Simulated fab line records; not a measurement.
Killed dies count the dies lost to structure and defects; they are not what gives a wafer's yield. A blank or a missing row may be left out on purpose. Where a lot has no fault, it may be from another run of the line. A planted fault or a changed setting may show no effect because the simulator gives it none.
fab line records    flow nand_harc    part 1 of 2: steps 1 to 4 of 6
[record] lots = 24  wafers = 72  last_day = 24
route steps=1159 shown A_SGD_CUT@767 A_CONTACT@936
lots that met no fault: from a run of the same line without faults
start_h: start of the lot's first displayed wafer, in hours after the record's first day    wait_h: hours from the lot's prior step to this one    " identical to the entry in the row above    L1.1+2: several wafers, shown together as one row    - no value, or no start was given    * or withheld: withheld    < > ~ a bound
route shown NAME@n: NAME is a module with steps in the file, n the number in the route of the first one    usual: mean/standard deviation taken from wafers without a fault    same: alike in all rows    chamber/n: place in a boat    sites: the reading at each site    _std_site: standard deviation across them    _edge_site: outer sites' mean less inner sites'    radius_mm: how far each site lies from the wafer's centre    mask NAME#n: copy n    behind: the tool/chamber that last shaped the wafer    hold: the reason the lot was held/the length of the hold in hours/how it ended    device: the n, p or np transistor that did not switch    end of line: tests of these same wafers at the route's end    where a step has no rows: the recipe by itself    killed: dies that structure and defects cost at the first sort, which is not the same as the wafer's yield    map: per-die view of a wafer (x killed, . not killed, _ where there is no die)
set.NAME: the run value of the setting; set.NAME@STEP: its run value at that earlier step    model.NAME: the simulator's own value behind a step, which no gauge read
route steps across a sampled set of lots; one table per step, one row per wafer
services: from which hour (start_h, from the record's first day; less than 0 if before it) a tool's chamber was out of use, for how many hours, and why
[[steps]]
[step NHARC_A_SGD_CUT_STRIP_17]
[recipe] o2_flow_sccm = 500  ar_flow_sccm = 0  bias_w = 0  chemistry = O2
[usual] drypump_motor_current_A = 5.7/0.45  oes_product_au = 0.999/0.01  rf_vpp_V = 57.8/0.91  showerhead_plenum_p_Torr = 3.55/0.19  throttle_valve_pct = 17.037/0.0089
lot.wafer  tool         chamber  start_h  wait_h  drypump_motor_current_A  oes_product_au  rf_hours_counter_h  rf_vpp_V  showerhead_plenum_p_Torr  throttle_valve_pct
L074.1     rie_diel-09  0        -        -       6.2                      1.002           4                   57.2      3.34                      17.032
L074.3     "            2        "        "       6.0                      0.985           2                   58.2      3.77                      17.035
L074.6     "            1        "        "       6.0                      0.994           -                   58.5      3.68                      17.032
L076.2     rie_diel-09  3        -        -       5.7                      0.995           5                   57.8      3.79                      17.034
L076.4     "            1        "        "       6.0                      1.011           5                   56.3      3.68                      17.047
L076.5     "            3        "        "       5.8                      1.001           -                   57.7      3.79                      17.035
L077.4     rie_diel-08  2        -        -       5.4                      0.997           2                   58.7      3.29                      17.038
L077.2     "            3        "        "       5.6                      0.996           2                   57.7      3.33                      17.036
L077.6     "            2        "        "       5.4                      0.998           -                   58.1      3.29                      17.039
L075.3     rie_diel-09  0        -        -       6.2                      0.998           5                   57.7      3.34                      17.029
L075.5     "            0        "        "       6.2                      1.009           -                   58.5      3.34                      17.024
L075.6     "            1        "        "       6.0                      1.002           -                   59.6      3.68                      17.024
L079.4     rie_diel-10  2        -        -       5.8                      1.005           18                  58.2      3.47                      17.041
L079.1     "            3        "        "       6.0                      0.991           20                  59.1      3.75                      17.036
L079.6     "            2        "        "       5.7                      1.001           -                   58.2      3.47                      17.050
L078.1     rie_diel-08  3        -        -       5.6                      0.996           3                   58.4      3.33                      17.030
L078.4     "            0        "        "       6.5                      0.997           2                   58.7      3.66                      17.032
L078.6     "            3        "        "       5.6                      0.991           -                   57.9      3.33                      17.037
L080.2     rie_diel-10  3        -        -       6.0                      0.999           20                  59.6      3.75                      17.052
L080.1     "            0        "        "       5.0                      1.019           18                  56.6      3.36                      17.025
L080.6     "            3        "        "       6.0                      1.003           -                   58.5      3.76                      17.029
L081.4     rie_diel-08  2        -        -       5.4                      0.990           5                   56.6      3.28                      17.039
L081.2     "            0        "        "       6.4                      1.003           5                   57.0      3.66                      17.044
L081.3     "            1        "        "       5.4                      1.011           5                   58.9      3.73                      17.046
L082.3     rie_diel-09  1        -        -       6.0                      0.993           7                   56.3      3.68                      17.040
L082.4     "            3        "        "       5.8                      0.986           7                   58.6      3.79                      17.029
L082.6     "            2        "        "       6.0                      0.973           -                   57.5      3.76                      17.046
L083.1     rie_diel-09  0        -        -       6.3                      1.010           8                   56.8      3.34                      17.029
L083.5     "            2        "        "       6.0                      0.973           -                   57.9      3.76                      17.036
L083.6     "            3        "        "       5.8                      0.992           -                   57.0      3.79                      17.040
L085.2     rie_diel-10  1        -        -       4.9                      1.011           1                   57.7      3.55                      17.046
L085.4     "            3        "        "       6.0                      0.993           2                   59.7      3.75                      17.043
L085.6     "            1        "        "       4.9                      1.005           -                   56.8      3.55                      17.029
L084.1     rie_diel-08  0        -        -       6.5                      1.008           5                   58.4      3.66                      17.045
L084.6     "            3        "        "       5.6                      0.990           -                   57.8      3.33                      17.031
L084.5     "            0        "        "       6.5                      0.999           -                   56.8      3.66                      17.039
L087.3     rie_diel-08  1        -        -       5.4                      1.010           7                   58.6      3.73                      17.026
L087.4     "            2        "        "       5.4                      0.999           7                   56.3      3.28                      17.023
L087.5     "            1        "        "       5.4                      1.013           -                   57.6      3.73                      17.037
L086.3     rie_diel-10  2        -        -       5.8                      0.995           4                   57.8      3.46                      17.036
L086.2     "            3        "        "       6.0                      1.000           5                   58.5      3.75                      17.038
L086.1     "            0        "        "       4.9                      1.004           5                   55.5      3.36                      17.035
L088.1     rie_diel-08  0        -        -       6.4                      0.990           8                   57.3      3.66                      17.042
L088.4     "            2        "        "       5.4                      1.002           9                   56.2      3.28                      17.042
L088.6     "            1        "        "       5.4                      1.011           -                   56.6      3.73                      17.048
L089.4     rie_diel-08  2        -        -       5.4                      0.995           9                   57.2      3.28                      17.043
L089.3     "            0        "        "       6.5                      0.989           9                   59.4      3.66                      17.020
L089.6     "            3        "        "       5.6                      0.982           -                   57.6      3.33                      17.027
L090.2     rie_diel-08  2        -        -       5.4                      0.993           10                  57.7      3.28                      17.030
L090.4     "            1        "        "       5.4                      1.006           10                  59.2      3.73                      17.040
L090.5     "            2        "        "       5.4                      0.990           -                   56.5      3.28                      17.033
L092.4     rie_diel-10  0        -        -       5.0                      1.002           7                   57.5      3.35                      17.040
L092.1     "            1        "        "       4.9                      1.015           6                   58.7      3.55                      17.041
L092.5     "            2        "        "       5.7                      1.004           -                   59.2      3.46                      17.044
L091.3     rie_diel-09  1        -        -       6.0                      1.004           9                   58.3      3.68                      17.025
L091.4     "            3        "        "       5.7                      0.992           10                  57.9      3.78                      17.038
L091.5     "            2        "        "       6.1                      0.978           -                   58.5      3.76                      17.036
L095.2     rie_diel-09  0        -        -       6.3                      1.008           11                  58.5      3.34                      17.031
L095.6     "            1        "        "       6.0                      1.015           -                   58.2      3.68                      17.041
L095.5     "            2        "        "       6.0                      0.978           -                   58.6      3.76                      17.050
L093.1     rie_diel-08  1        -        -       5.4                      0.997           12                  58.1      3.73                      17.035
L093.2     "            3        "        "       5.6                      0.970           12                  57.4      3.33                      17.028
L093.5     "            1        "        "       5.4                      1.015           -                   56.5      3.73                      17.035
L094.3     rie_diel-10  1        -        -       5.0                      1.013           8                   56.4      3.55                      17.035
L094.2     "            2        "        "       5.7                      1.009           7                   58.6      3.46                      17.041
L094.1     "            3        "        "       6.0                      0.998           8                   57.4      3.75                      17.035
L096.3     rie_diel-08  2        -        -       5.4                      0.990           13                  58.2      3.28                      17.038
L096.1     "            0        "        "       6.4                      1.002           12                  58.5      3.66                      17.034
L096.5     "            2        "        "       5.4                      0.997           -                   58.5      3.28                      17.044
L097.1     rie_diel-10  0        -        -       5.0                      1.005           12                  57.4      3.35                      17.038
L097.5     "            0        "        "       5.0                      1.005           -                   56.6      3.35                      17.032
L097.6     "            1        "        "       4.9                      1.012           -                   57.6      3.54                      17.040
[step NHARC_A_CONTACT_OVL_MEAS_09]
[usual] overlay_x_nm = -0.3/0.82  overlay_y_nm = 0.1/0.86
lot.wafer  tool        chamber  start_h  wait_h  overlay_x_nm  overlay_y_nm
L074.1     overlay-01  -        381.80   -       0.6           0.9
L074.3     "           -        "        "       0.7           0.9
L074.6     "           -        "        "       1.2           1.5
L078.1     overlay-01  -        392.84   -       -0.3          1.3
L078.4     "           -        "        "       -0.5          0.4
L078.6     "           -        "        "       -0.6          1.2
L075.3     overlay-01  -        393.37   -       -0.9          0.9
L075.5     "           -        "        "       -1.1          0.2
L075.6     "           -        "        "       -1.8          0.1
L076.2     overlay-01  -        399.07   -       -0.3          -1.2
L076.4     "           -        "        "       -0.3          -1.2
L076.5     "           -        "        "       -0.1          -1.3
L080.1     overlay-02  -        399.39   -       -0.2          -1.2
L080.2     "           -        "        "       0.8           -1.1
L080.6     "           -        "        "       -0.1          -0.6
L079.1     overlay-02  -        402.68   -       -1.9          0.8
L079.4     "           -        "        "       -1.1          0.7
L079.6     "           -        "        "       -0.8          0.5
L077.2     overlay-01  -        404.09   -       -0.4          1.4
L077.4     "           -        "        "       0.2           1.4
L077.6     "           -        "        "       0.0           -0.1
L081.2     overlay-02  -        430.68   -       -0.3          0.6
L081.3     "           -        "        "       0.0           0.4
L081.4     "           -        "        "       -0.8          0.7
L082.3     overlay-01  -        430.88   -       -0.7          1.6
L082.4     "           -        "        "       -0.4          2.0
L082.6     "           -        "        "       -0.4          1.7
L083.1     overlay-02  -        439.72   -       -1.1          -0.1
L083.5     "           -        "        "       -0.4          0.4
L083.6     "           -        "        "       -1.0          -0.8
L085.2     overlay-01  -        443.04   -       -1.2          0.1
L085.4     "           -        "        "       -0.3          -0.5
L085.6     "           -        "        "       -0.9          -0.1
L084.1     overlay-01  -        445.63   -       0.5           -1.5
L084.5     "           -        "        "       0.9           -1.4
L084.6     "           -        "        "       0.5           -1.2
L087.3     overlay-01  -        454.00   -       0.5           0.3
L087.4     "           -        "        "       0.3           0.7
L087.5     "           -        "        "       0.1           0.7
L088.1     overlay-01  -        471.22   -       0.9           -0.9
L088.4     "           -        "        "       0.9           -0.7
L088.6     "           -        "        "       0.9           -0.9
L086.1     overlay-01  -        475.13   -       0.5           -0.6
L086.2     "           -        "        "       0.8           -0.7
L086.3     "           -        "        "       0.4           -0.8
L089.3     overlay-02  -        476.89   -       -0.2          -0.4
L089.4     "           -        "        "       -0.5          -1.1
L089.6     "           -        "        "       0.2           -0.9
L090.2     overlay-02  -        483.78   -       0.0           0.1
L090.4     "           -        "        "       0.6           0.4
L090.5     "           -        "        "       0.3           -0.2
L092.1     overlay-01  -        493.14   -       -0.6          -1.1
L092.4     "           -        "        "       0.6           -0.4
L092.5     "           -        "        "       -0.1          -1.0
L095.2     overlay-01  -        494.05   -       1.0           0.2
L095.5     "           -        "        "       1.4           0.1
L095.6     "           -        "        "       0.7           -0.2
L091.3     overlay-01  -        496.28   -       -1.6          0.5
L091.4     "           -        "        "       -1.7          0.2
L091.5     "           -        "        "       -1.6          0.1
L094.1     overlay-02  -        499.24   -       0.3           -0.3
L094.2     "           -        "        "       0.1           -1.0
L094.3     "           -        "        "       0.5           -0.6
L093.1     overlay-01  -        503.01   -       -1.5          0.0
L093.2     "           -        "        "       -1.7          0.4
L093.5     "           -        "        "       -1.4          0.1
L096.1     overlay-01  -        519.18   -       -0.2          0.0
L096.3     "           -        "        "       -0.5          -0.3
L096.5     "           -        "        "       -0.2          0.2
L097.1     overlay-01  -        525.87   -       -2.0          1.9
L097.5     "           -        "        "       -2.0          1.5
L097.6     "           -        "        "       -1.4          1.4
[step NHARC_A_CONTACT_ETCH_89]
[recipe] target_depth_a = 2600  over_etch_frac = 0.3  time_s = 475.3  ion_energy_ev = 200  n2_flow_sccm = 150  h2_flow_sccm = 150  ar_flow_sccm = 0  rf_w = 400  bias_w = 150  chemistry = N2/H2
[usual] drypump_motor_current_A = 5.8/0.42  oes_product_au = 1.003/0.0083  rf_vpp_V = 430.3/2.6  showerhead_plenum_p_Torr = 2.03/0.089  throttle_valve_pct = 14.170/0.0097
lot.wafer  tool         chamber  start_h  wait_h  drypump_motor_current_A  oes_product_au  rf_hours_counter_h  rf_vpp_V  showerhead_plenum_p_Torr  throttle_valve_pct
L074.3     rie_diel-11  1        -        -       5.6                      0.998           1                   427.1     1.90                      14.179
L074.1     "            3        "        "       5.4                      1.011           1                   432.2     2.12                      14.169
L074.6     "            1        "        "       5.6                      1.008           -                   425.9     1.90                      14.159
L078.1     rie_diel-05  1        -        -       5.7                      0.996           14                  431.2     2.08                      14.172
L078.6     "            0        "        "       5.6                      1.000           -                   428.0     1.94                      14.160
L078.4     "            2        "        "       5.5                      1.008           -                   431.4     2.06                      14.175
L075.3     rie_diel-11  2        -        -       5.9                      0.993           6                   426.4     1.93                      14.141
L075.6     "            3        "        "       5.4                      1.008           -                   431.7     2.12                      14.188
L075.5     "            0        "        "       6.1                      1.009           -                   425.7     1.93                      14.158
L076.2     rie_diel-11  1        -        -       5.6                      1.002           10                  427.9     1.90                      14.178
L076.4     "            2        "        "       6.0                      1.013           10                  427.0     1.92                      14.167
L076.5     "            0        "        "       6.1                      1.008           -                   428.8     1.93                      14.169
L080.2     rie_diel-05  2        -        -       5.5                      1.006           18                  430.2     2.06                      14.182
L080.1     "            3        "        "       5.6                      1.010           14                  433.4     2.11                      14.192
L080.6     "            1        "        "       5.7                      0.989           -                   431.9     2.08                      14.179
L079.4     rie_diel-07  1        -        -       6.1                      0.985           33                  432.2     2.10                      14.178
L079.1     "            3        "        "       5.0                      1.002           31                  433.9     2.18                      14.157
L079.6     "            2        "        "       6.8                      1.009           -                   433.1     2.13                      14.181
L077.2     rie_diel-07  3        -        -       5.0                      1.006           32                  433.8     2.18                      14.178
L077.4     "            1        "        "       6.1                      0.993           34                  431.9     2.10                      14.173
L077.6     "            3        "        "       5.0                      1.007           -                   434.2     2.17                      14.173
L081.3     rie_diel-05  2        -        -       5.5                      0.995           33                  430.7     2.05                      14.169
L081.2     "            0        "        "       5.6                      1.004           33                  426.0     1.93                      14.169
L081.4     "            1        "        "       5.7                      0.996           32                  431.7     2.07                      14.174
L082.3     rie_diel-07  2        -        -       6.8                      1.004           3                   433.4     2.13                      14.161
L082.4     "            3        "        "       5.0                      0.995           3                   433.8     2.17                      14.150
L082.6     "            1        "        "       6.1                      0.986           -                   431.3     2.10                      14.167
L083.1     rie_diel-05  1        -        -       5.7                      0.998           34                  430.7     2.07                      14.173
L083.6     "            3        "        "       5.6                      1.012           -                   430.8     2.10                      14.166
L083.5     "            0        "        "       5.6                      1.008           -                   428.1     1.93                      14.168
L085.4     rie_diel-11  3        -        -       5.4                      1.003           23                  432.5     2.11                      14.172
L085.2     "            0        "        "       6.1                      1.008           22                  427.2     1.92                      14.157
L085.6     "            2        "        "       5.9                      0.996           -                   426.0     1.92                      14.167
L084.1     rie_diel-07  1        -        -       6.1                      1.003           6                   432.7     2.10                      14.172
L084.6     "            1        "        "       6.1                      0.998           -                   431.9     2.10                      14.175
L084.5     "            2        "        "       6.8                      1.010           -                   433.3     2.13                      14.167
L087.4     rie_diel-11  1        -        -       5.6                      0.994           24                  426.5     1.89                      14.167
L087.3     "            3        "        "       5.4                      1.005           28                  432.6     2.11                      14.166
L087.5     "            1        "        "       5.7                      0.998           -                   426.0     1.89                      14.178
L088.1     rie_diel-07  3        -        -       5.1                      0.995           8                   434.1     2.17                      14.160
L088.4     "            0        "        "       6.0                      1.004           11                  430.0     2.01                      14.159
L088.6     "            3        "        "       5.1                      1.009           -                   434.3     2.17                      14.169
L086.1     rie_diel-11  3        -        -       5.4                      1.002           35                  432.2     2.11                      14.185
L086.3     "            0        "        "       6.1                      1.013           34                  425.7     1.92                      14.162
L086.2     "            1        "        "       5.6                      1.003           33                  426.4     1.89                      14.150
L089.3     rie_diel-07  3        -        -       5.0                      0.996           10                  434.5     2.17                      14.182
L089.4     "            2        "        "       6.8                      1.014           14                  435.0     2.12                      14.174
L089.6     "            0        "        "       6.0                      1.000           -                   430.9     2.01                      14.164
L090.4     rie_diel-05  1        -        -       5.7                      1.006           49                  431.3     2.07                      14.169
L090.2     "            2        "        "       5.5                      1.003           52                  431.0     2.05                      14.179
L090.5     "            3        "        "       5.5                      1.014           -                   432.4     2.10                      14.159
L092.4     rie_diel-05  0        -        -       5.6                      1.002           53                  426.4     1.93                      14.166
L092.1     "            2        "        "       5.5                      0.994           53                  431.0     2.05                      14.151
L092.5     "            3        "        "       5.5                      1.002           -                   429.8     2.10                      14.187
L095.2     rie_diel-05  2        -        -       5.5                      1.007           53                  431.8     2.04                      14.167
L095.6     "            3        "        "       5.5                      1.011           -                   432.5     2.10                      14.173
L095.5     "            0        "        "       5.6                      1.005           -                   427.3     1.93                      14.164
L091.4     rie_diel-05  0        -        -       5.6                      1.000           55                  426.6     1.92                      14.179
L091.3     "            2        "        "       5.5                      1.006           54                  430.8     2.04                      14.163
L091.5     "            0        "        "       5.6                      1.017           -                   426.6     1.92                      14.177
L094.2     rie_diel-07  3        -        -       5.0                      1.012           13                  434.6     2.17                      14.161
L094.1     "            1        "        "       6.1                      1.004           17                  431.6     2.09                      14.171
L094.3     "            2        "        "       6.8                      1.018           18                  433.2     2.12                      14.186
L093.2     rie_diel-05  1        -        -       5.7                      1.002           54                  431.3     2.06                      14.177
L093.1     "            3        "        "       5.6                      1.007           55                  431.5     2.09                      14.163
L093.5     "            1        "        "       5.7                      1.007           -                   430.5     2.06                      14.187
L096.1     rie_diel-11  2        -        -       6.0                      1.009           54                  426.8     1.91                      14.171
L096.3     "            0        "        "       6.1                      1.015           51                  425.7     1.91                      14.176
L096.5     "            2        "        "       6.0                      0.999           -                   426.3     1.91                      14.176
L097.1     rie_diel-07  1        -        -       6.1                      0.988           23                  430.3     2.09                      14.167
L097.6     "            0        "        "       6.0                      0.994           -                   428.4     2.01                      14.153
L097.5     "            1        "        "       6.1                      0.989           -                   432.8     2.09                      14.154
[step NHARC_A_CONTACT_ETCH_30]
[recipe] target_depth_a = 605  time_s = 30.2  cf4_flow_sccm = 100  chf3_flow_sccm = 30  ar_flow_sccm = 0  rf_w = 500  bias_w = 200  chemistry = CF4/CHF3
[usual] drypump_motor_current_A = 5.8/0.42  oes_product_au = 0.935/0.018  rf_vpp_V = 370.4/2.2  showerhead_plenum_p_Torr = 1.57/0.063  throttle_valve_pct = 16.802/0.0084
lot.wafer  tool         chamber  start_h  wait_h  drypump_motor_current_A  oes_product_au  rf_hours_counter_h  rf_vpp_V  showerhead_plenum_p_Torr  throttle_valve_pct
L074.1     rie_diel-11  3        -        -       5.4                      0.929           1                   373.6     1.63                      16.783
L074.3     "            0        "        "       6.1                      0.929           1                   369.0     1.50                      16.810
L074.6     "            2        "        "       6.0                      0.920           -                   368.5     1.49                      16.810
L078.1     rie_diel-05  1        -        -       5.7                      0.924           15                  371.4     1.60                      16.792
L078.6     "            2        "        "       5.5                      0.930           -                   370.6     1.59                      16.799
L078.4     "            0        "        "       5.6                      0.946           -                   369.3     1.50                      16.821
L075.3     rie_diel-11  1        -        -       5.6                      0.968           6                   367.6     1.47                      16.804
L075.6     "            0        "        "       6.1                      0.981           -                   367.2     1.49                      16.797
L075.5     "            1        "        "       5.6                      0.959           -                   366.8     1.47                      16.820
L076.4     rie_diel-11  2        -        -       5.9                      0.932           10                  369.0     1.49                      16.800
L076.2     "            3        "        "       5.4                      0.930           9                   371.8     1.63                      16.796
L076.5     "            2        "        "       6.0                      0.920           -                   367.5     1.49                      16.794
L080.1     rie_diel-05  2        -        -       5.5                      0.926           18                  371.5     1.59                      16.784
L080.2     "            3        "        "       5.5                      0.934           14                  372.2     1.62                      16.797
L080.6     "            3        "        "       5.5                      0.929           -                   372.1     1.62                      16.793
L079.4     rie_diel-07  1        -        -       6.1                      0.905           34                  372.1     1.62                      16.804
L079.1     "            3        "        "       5.0                      0.930           32                  374.4     1.67                      16.811
L079.6     "            1        "        "       6.1                      0.925           -                   371.5     1.62                      16.794
L077.4     rie_diel-07  0        -        -       6.0                      0.916           34                  370.7     1.56                      16.800
L077.2     "            2        "        "       6.8                      0.932           33                  373.6     1.64                      16.795
L077.6     "            0        "        "       6.0                      0.917           -                   369.6     1.56                      16.803
L081.4     rie_diel-05  2        -        -       5.5                      0.908           33                  371.4     1.58                      16.811
L081.2     "            3        "        "       5.5                      0.934           27                  371.7     1.62                      16.816
L081.3     "            0        "        "       5.6                      0.926           33                  366.7     1.50                      16.801
L082.4     rie_diel-07  3        -        -       5.0                      0.924           3                   375.0     1.67                      16.803
L082.3     "            1        "        "       6.1                      0.920           3                   370.8     1.62                      16.803
L082.6     "            0        "        "       6.1                      0.935           -                   369.7     1.56                      16.801
L083.1     rie_diel-05  1        -        -       5.7                      0.915           34                  372.1     1.60                      16.800
L083.6     "            3        "        "       5.5                      0.933           -                   371.1     1.62                      16.804
L083.5     "            0        "        "       5.6                      0.929           -                   368.9     1.50                      16.806
L085.2     rie_diel-11  1        -        -       5.6                      0.967           21                  367.3     1.47                      16.798
L085.4     "            2        "        "       5.9                      0.970           24                  366.8     1.49                      16.800
L085.6     "            1        "        "       5.6                      0.971           -                   367.0     1.47                      16.808
L084.1     rie_diel-07  1        -        -       6.1                      0.927           6                   372.2     1.62                      16.800
L084.6     "            2        "        "       6.7                      0.940           -                   371.5     1.63                      16.808
L084.5     "            1        "        "       6.1                      0.925           -                   371.6     1.61                      16.800
L087.4     rie_diel-11  2        -        -       5.9                      0.912           30                  367.7     1.49                      16.794
L087.3     "            1        "        "       5.6                      0.917           24                  367.1     1.47                      16.796
L087.5     "            3        "        "       5.4                      0.934           -                   370.9     1.62                      16.815
L088.1     rie_diel-07  0        -        -       6.0                      0.914           11                  369.4     1.55                      16.800
L088.4     "            1        "        "       6.1                      0.901           12                  372.2     1.61                      16.812
L088.6     "            0        "        "       6.0                      0.925           -                   369.2     1.55                      16.806
L086.3     rie_diel-11  3        -        -       5.4                      0.921           35                  372.6     1.62                      16.798
L086.1     "            0        "        "       6.1                      0.932           34                  368.4     1.49                      16.799
L086.2     "            1        "        "       5.6                      0.926           34                  366.3     1.47                      16.795
L089.4     rie_diel-07  1        -        -       6.1                      0.921           13                  372.7     1.61                      16.795
L089.3     "            3        "        "       5.0                      0.930           10                  373.5     1.67                      16.808
L089.6     "            1        "        "       6.1                      0.921           -                   372.0     1.61                      16.803
L090.4     rie_diel-05  0        -        -       5.6                      0.928           52                  367.0     1.49                      16.801
L090.2     "            2        "        "       5.5                      0.932           52                  371.4     1.58                      16.805
L090.5     "            1        "        "       5.7                      0.915           -                   371.8     1.59                      16.793
L092.4     rie_diel-05  1        -        -       5.7                      0.920           50                  372.4     1.59                      16.808
L092.1     "            3        "        "       5.5                      0.947           50                  371.3     1.61                      16.789
L092.5     "            1        "        "       5.7                      0.923           -                   372.9     1.59                      16.801
L095.2     rie_diel-05  3        -        -       5.5                      0.975           50                  371.6     1.61                      16.808
L095.6     "            0        "        "       5.6                      0.985           -                   367.4     1.49                      16.805
L095.5     "            1        "        "       5.7                      0.983           -                   371.4     1.59                      16.813
L091.3     rie_diel-05  1        -        -       5.7                      0.921           52                  370.9     1.59                      16.793
L091.4     "            2        "        "       5.5                      0.921           54                  369.5     1.58                      16.806
L091.5     "            0        "        "       5.6                      0.920           -                   367.8     1.49                      16.799
L094.3     rie_diel-07  1        -        -       6.1                      0.921           17                  372.8     1.61                      16.797
L094.1     "            2        "        "       6.8                      0.939           18                  372.2     1.63                      16.782
L094.2     "            3        "        "       5.0                      0.930           14                  373.9     1.67                      16.789
L093.1     rie_diel-05  3        -        -       5.5                      0.935           55                  370.9     1.61                      16.801
L093.2     "            1        "        "       5.7                      0.938           54                  371.1     1.59                      16.802
L093.5     "            3        "        "       5.5                      0.932           -                   370.7     1.61                      16.794
L096.1     rie_diel-11  3        -        -       5.4                      0.959           53                  372.1     1.62                      16.794
L096.3     "            0        "        "       6.1                      0.980           51                  368.7     1.48                      16.786
L096.5     "            2        "        "       5.9                      0.955           -                   366.6     1.48                      16.809
L097.1     rie_diel-07  1        -        -       6.1                      0.917           24                  372.2     1.61                      16.798
L097.6     "            1        "        "       6.1                      0.923           -                   371.4     1.61                      16.804
L097.5     "            2        "        "       6.8                      0.927           -                   372.2     1.63                      16.792
